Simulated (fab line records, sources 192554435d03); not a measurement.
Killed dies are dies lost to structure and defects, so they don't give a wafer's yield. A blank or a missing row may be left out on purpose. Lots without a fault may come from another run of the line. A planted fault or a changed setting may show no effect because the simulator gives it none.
A sampling plan put to the test | flow n5_finfet | one fab line, 38 faults that these records tell of, each judged on the records of the lots that it struck; 1 more is left out, because the records don't allow judging it
The plan is the line's own looks: the steps of the route at which a gauge or an inspection reads the wafer and doesn't change it. A look can be judged if struck wafers have a number there and the file gives its usual mean and standard deviation on fault-free wafers. Caught: at a look after the fault's first step, the mean of the struck wafers lies 4 or more of those standard deviations (sigma) from the usual mean. On the tool: the same test on the tool's own readings at the fault's steps. Another recipe on the struck wafers, or a record that is blank for them alone, also counts as caught.

THE FAULTS, as the simulator had put them in
1. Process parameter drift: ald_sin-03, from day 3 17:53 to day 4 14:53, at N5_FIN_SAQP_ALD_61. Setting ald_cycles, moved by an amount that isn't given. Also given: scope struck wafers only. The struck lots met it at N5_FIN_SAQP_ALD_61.
2. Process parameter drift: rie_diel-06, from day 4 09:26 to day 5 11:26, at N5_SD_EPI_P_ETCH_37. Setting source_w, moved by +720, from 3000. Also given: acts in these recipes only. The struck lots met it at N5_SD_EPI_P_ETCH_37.
3. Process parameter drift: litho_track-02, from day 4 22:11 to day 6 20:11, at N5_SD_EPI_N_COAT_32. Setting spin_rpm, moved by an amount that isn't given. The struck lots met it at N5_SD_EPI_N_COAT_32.
4. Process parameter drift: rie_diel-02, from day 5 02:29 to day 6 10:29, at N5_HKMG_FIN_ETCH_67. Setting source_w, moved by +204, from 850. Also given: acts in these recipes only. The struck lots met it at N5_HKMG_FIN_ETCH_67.
5. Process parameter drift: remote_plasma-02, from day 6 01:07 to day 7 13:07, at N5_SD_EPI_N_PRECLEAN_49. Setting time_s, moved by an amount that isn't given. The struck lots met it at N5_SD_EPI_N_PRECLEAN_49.
6. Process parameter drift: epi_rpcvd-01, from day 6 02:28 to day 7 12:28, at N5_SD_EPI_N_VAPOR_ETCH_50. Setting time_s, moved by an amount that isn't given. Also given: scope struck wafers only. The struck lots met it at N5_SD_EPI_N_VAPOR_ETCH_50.
7. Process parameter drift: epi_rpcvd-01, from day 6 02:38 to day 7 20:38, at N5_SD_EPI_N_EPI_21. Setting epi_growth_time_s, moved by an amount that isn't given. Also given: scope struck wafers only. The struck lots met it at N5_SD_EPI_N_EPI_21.
8. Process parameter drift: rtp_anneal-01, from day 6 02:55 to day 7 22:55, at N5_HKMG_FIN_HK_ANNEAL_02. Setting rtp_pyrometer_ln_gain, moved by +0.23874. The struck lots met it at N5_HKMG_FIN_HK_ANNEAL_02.
9. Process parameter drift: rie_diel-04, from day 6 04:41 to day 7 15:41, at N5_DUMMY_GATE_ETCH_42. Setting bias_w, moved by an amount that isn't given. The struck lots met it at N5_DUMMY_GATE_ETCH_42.
10. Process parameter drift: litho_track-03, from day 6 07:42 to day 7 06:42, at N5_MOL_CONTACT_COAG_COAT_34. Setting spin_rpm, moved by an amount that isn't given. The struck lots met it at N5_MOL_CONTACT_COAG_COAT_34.
11. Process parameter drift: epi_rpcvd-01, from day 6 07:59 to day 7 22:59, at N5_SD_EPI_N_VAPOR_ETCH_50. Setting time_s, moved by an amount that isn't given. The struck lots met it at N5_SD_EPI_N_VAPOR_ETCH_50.
12. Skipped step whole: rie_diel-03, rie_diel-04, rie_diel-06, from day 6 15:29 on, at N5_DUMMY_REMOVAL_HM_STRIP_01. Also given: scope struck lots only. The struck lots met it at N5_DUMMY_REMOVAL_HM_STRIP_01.
13. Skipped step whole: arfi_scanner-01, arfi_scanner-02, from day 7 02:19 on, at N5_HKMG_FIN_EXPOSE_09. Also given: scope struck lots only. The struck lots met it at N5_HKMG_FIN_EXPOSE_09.
14. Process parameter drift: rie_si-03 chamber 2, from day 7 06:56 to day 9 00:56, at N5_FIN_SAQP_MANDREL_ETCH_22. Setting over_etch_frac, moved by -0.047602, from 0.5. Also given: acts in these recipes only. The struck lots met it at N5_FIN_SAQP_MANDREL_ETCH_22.
15. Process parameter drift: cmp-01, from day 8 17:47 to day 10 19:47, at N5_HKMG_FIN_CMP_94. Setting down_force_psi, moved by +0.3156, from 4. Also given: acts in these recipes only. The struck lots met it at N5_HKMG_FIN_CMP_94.
16. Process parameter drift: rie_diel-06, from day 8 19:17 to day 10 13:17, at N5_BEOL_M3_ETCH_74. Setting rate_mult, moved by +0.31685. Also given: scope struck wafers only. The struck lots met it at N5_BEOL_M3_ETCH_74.
17. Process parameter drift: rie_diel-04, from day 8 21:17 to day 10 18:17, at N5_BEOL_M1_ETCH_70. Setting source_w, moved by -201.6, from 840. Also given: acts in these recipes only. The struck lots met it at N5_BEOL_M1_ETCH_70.
18. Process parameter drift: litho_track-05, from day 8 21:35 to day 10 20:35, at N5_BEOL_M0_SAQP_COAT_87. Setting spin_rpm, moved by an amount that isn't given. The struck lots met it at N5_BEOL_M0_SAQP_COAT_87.
19. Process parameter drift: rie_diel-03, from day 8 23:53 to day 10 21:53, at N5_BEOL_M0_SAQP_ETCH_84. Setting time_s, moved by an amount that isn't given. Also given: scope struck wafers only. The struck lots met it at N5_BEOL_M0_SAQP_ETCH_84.
20. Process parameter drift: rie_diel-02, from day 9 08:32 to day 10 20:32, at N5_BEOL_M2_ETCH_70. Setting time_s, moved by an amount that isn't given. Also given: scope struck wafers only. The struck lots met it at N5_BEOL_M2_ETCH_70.
21. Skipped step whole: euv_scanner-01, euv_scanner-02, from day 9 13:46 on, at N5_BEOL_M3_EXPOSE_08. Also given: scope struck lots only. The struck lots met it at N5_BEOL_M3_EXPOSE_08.
22. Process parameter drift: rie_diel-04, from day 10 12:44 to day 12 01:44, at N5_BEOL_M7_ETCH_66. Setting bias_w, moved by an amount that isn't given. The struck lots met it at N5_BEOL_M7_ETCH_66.
23. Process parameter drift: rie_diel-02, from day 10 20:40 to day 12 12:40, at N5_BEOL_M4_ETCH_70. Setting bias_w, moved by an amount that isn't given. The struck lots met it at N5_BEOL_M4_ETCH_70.
24. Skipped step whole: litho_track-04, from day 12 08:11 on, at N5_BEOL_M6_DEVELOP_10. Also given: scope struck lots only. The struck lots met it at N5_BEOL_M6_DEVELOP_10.
25. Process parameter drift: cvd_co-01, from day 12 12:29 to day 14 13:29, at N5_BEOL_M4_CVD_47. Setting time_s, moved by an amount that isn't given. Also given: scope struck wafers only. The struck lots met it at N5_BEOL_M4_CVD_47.
26. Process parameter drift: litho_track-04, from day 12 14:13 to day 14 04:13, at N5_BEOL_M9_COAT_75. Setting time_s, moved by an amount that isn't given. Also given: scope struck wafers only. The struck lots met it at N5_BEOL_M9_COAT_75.
27. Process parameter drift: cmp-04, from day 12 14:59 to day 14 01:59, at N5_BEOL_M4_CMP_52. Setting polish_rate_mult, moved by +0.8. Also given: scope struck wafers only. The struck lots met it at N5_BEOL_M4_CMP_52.
28. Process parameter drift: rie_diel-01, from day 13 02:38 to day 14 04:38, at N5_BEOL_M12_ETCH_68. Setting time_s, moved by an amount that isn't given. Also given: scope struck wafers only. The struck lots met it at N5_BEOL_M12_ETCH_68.
29. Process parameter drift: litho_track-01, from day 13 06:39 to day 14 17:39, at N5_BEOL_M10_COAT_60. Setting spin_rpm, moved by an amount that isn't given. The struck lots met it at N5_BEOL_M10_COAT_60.
30. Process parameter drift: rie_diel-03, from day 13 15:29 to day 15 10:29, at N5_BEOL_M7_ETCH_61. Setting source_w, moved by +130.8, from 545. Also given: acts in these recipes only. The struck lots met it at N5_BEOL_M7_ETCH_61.
31. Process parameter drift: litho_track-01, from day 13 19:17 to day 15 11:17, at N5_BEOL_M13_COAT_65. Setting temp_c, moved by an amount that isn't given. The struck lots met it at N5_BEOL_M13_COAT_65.
32. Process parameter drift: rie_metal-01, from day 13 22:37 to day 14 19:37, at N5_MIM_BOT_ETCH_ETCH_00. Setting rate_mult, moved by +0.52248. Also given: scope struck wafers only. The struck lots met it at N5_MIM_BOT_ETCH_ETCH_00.
33. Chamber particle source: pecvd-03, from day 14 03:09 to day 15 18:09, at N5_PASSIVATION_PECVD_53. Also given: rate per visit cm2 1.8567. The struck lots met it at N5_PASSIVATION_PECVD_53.
34. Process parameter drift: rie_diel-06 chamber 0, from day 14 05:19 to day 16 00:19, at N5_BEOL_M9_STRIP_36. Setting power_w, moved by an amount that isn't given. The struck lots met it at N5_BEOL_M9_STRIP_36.
35. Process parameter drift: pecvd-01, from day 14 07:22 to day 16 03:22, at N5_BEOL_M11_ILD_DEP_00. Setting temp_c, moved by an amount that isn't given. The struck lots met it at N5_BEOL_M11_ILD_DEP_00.
36. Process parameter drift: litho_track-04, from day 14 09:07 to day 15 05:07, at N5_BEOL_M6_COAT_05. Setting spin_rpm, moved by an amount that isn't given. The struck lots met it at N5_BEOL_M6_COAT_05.
37. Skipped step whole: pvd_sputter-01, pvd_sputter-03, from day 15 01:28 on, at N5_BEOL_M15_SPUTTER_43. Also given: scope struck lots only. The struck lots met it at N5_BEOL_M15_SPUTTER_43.
38. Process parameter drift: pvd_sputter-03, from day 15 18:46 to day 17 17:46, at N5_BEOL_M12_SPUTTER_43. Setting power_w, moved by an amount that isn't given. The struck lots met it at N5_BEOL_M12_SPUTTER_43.

WHAT THE PLAN SAW
fault | on the tool itself                               | first look that catches it                      | reading, sigma       | median hours from its first step to that look | hours from the fault's start to the first struck lot there | judged looks passed uncaught
1     | under 2 sigma                                    | not the one look that can be judged after it    | -                    | -                                             | -                                                          | 1
2     | rf_fwd_power_W +75 sigma                         | not the one look that can be judged after it    | -                    | -                                             | -                                                          | 1
3     | spin_speed_rpm +99 or beyond sigma               | none of the 2 looks that can be judged after it | -                    | -                                             | -                                                          | 2
4     | rf_fwd_power_W +60 sigma                         | not the one look that can be judged after it    | -                    | -                                             | -                                                          | 1
5     | under 2 sigma                                    | not the one look that can be judged after it    | -                    | -                                             | -                                                          | 1
6     | under 2 sigma                                    | N5_BEOL_M4_RC_MEAS_101                          | REXT_N +9.9          | 121.8                                         | 127                                                        | 0
7     | under 2 sigma                                    | none of the 2 looks that can be judged after it | -                    | -                                             | -                                                          | 2
8     | lamp_zone_7_pct -47 sigma                        | not the one look that can be judged after it    | -                    | -                                             | -                                                          | 1
9     | bias_w +17 sigma                                 | not the one look that can be judged after it    | -                    | -                                             | -                                                          | 1
10    | spin_speed_rpm +65 sigma                         | not the one look that can be judged after it    | -                    | -                                             | -                                                          | 1
11    | under 2 sigma                                    | N5_BEOL_M4_RC_MEAS_101                          | IOFF_N +12           | 126.8                                         | 136                                                        | 0
12    | the tool's record is blank for the struck wafers | N5_DUMMY_REMOVAL_INSPECT_06                     | raw_defect_count +18 | 0.2                                           | 3                                                          | 0
13    | no reading that can be judged                    | no look after it can be judged                  | -                    | -                                             | -                                                          | 0
14    | under 2 sigma                                    | not the one look that can be judged after it    | -                    | -                                             | -                                                          | 1
15    | head_pressure_psi +38 sigma                      | not the one look that can be judged after it    | -                    | -                                             | -                                                          | 1
16    | etch_rf_on_time_s -7.9 sigma                     | none of the 2 looks that can be judged after it | -                    | -                                             | -                                                          | 2
17    | rf_fwd_power_W -75 sigma                         | not the one look that can be judged after it    | -                    | -                                             | -                                                          | 1
18    | spin_speed_rpm -99 or beyond sigma               | not the one look that can be judged after it    | -                    | -                                             | -                                                          | 1
19    | run_length_s +82 sigma                           | not the one look that can be judged after it    | -                    | -                                             | -                                                          | 1
20    | run_length_s -23 sigma                           | none of the 2 looks that can be judged after it | -                    | -                                             | -                                                          | 2
21    | no reading that can be judged                    | no look after it can be judged                  | -                    | -                                             | -                                                          | 0
22    | bias_w -12 sigma                                 | no look after it can be judged                  | -                    | -                                             | -                                                          | 0
23    | bias_w -21 sigma                                 | not the one look that can be judged after it    | -                    | -                                             | -                                                          | 1
24    | the tool's record is blank for the struck wafers | no look after it can be judged                  | -                    | -                                             | -                                                          | 0
25    | run_length_s -83 sigma                           | not the one look that can be judged after it    | -                    | -                                             | -                                                          | 1
26    | run_length_s -20 sigma                           | not the one look that can be judged after it    | -                    | -                                             | -                                                          | 1
27    | barrier_field_endpoint_s -18 sigma               | no look after it can be judged                  | -                    | -                                             | -                                                          | 0
28    | run_length_s +99 or beyond sigma                 | no look after it can be judged                  | -                    | -                                             | -                                                          | 0
29    | spin_speed_rpm -77 sigma                         | not the one look that can be judged after it    | -                    | -                                             | -                                                          | 1
30    | rf_fwd_power_W +71 sigma                         | no look after it can be judged                  | -                    | -                                             | -                                                          | 0
31    | plate_temp_C -51 sigma                           | no look after it can be judged                  | -                    | -                                             | -                                                          | 0
32    | only faintly: throttle_valve_pct -3.1 sigma      | no look after it can be judged                  | -                    | -                                             | -                                                          | 0
33    | no reading that can be judged                    | not the one look that can be judged after it    | -                    | -                                             | -                                                          | 1
34    | power_w -99 or beyond sigma                      | not the one look that can be judged after it    | -                    | -                                             | -                                                          | 1
35    | susceptor_temp_C -18 sigma                       | no look after it can be judged                  | -                    | -                                             | -                                                          | 0
36    | spin_speed_rpm +99 or beyond sigma               | no look after it can be judged                  | -                    | -                                             | -                                                          | 0
37    | the tool's record is blank for the struck wafers | none of the 2 looks that can be judged after it | -                    | -                                             | -                                                          | 2
38    | cathode_dc_power_W +99 or beyond sigma           | no look after it can be judged                  | -                    | -                                             | -                                                          | 0
A dash: the fault isn't caught, or these records don't give the number.

Caught at a look: 3 of 38. Caught on the tool: 28 of 38. By one or the other: 30 of 38.
Caught on the tool alone: faults 2, 3, 4, 8, 9, 10, 15, 16, 17, 18, 19, 20, 22, 23, 24, 25, 26, 27, 28, 29, 30, 31, 34, 35, 36, 37, 38.
Caught at a look alone: faults 6, 11.
Caught by neither: faults 1, 5, 7, 13, 14, 21, 32, 33.

THINNER SAMPLING
If the look that catches a fault measured only every second or every third lot, by lot number, the first struck lot would be measured this late in the worst case:
fault | struck lots at that look, in order of time | every lot | every second lot | every third lot
6     | L911, L915                                 | 127 h     | may miss all 2   | may miss all 2
11    | L788, L791                                 | 136 h     | 139 h            | may miss all 2
12    | L378, L379, L380                           | 3 h       | 9 h              | 14 h
Hours are from the fault's start to the first struck lot that is measured. The limit of 4 sigma was tested on all struck wafers together, so one lot alone may lie under it. Other struck lots may not be in these records.

THE LONGEST TIMED WAY FROM STEP TO LOOK
Fault 11: a median of 126.8 hours passes between N5_SD_EPI_N_VAPOR_ETCH_50 and N5_BEOL_M4_RC_MEAS_101. No look between them can be judged.
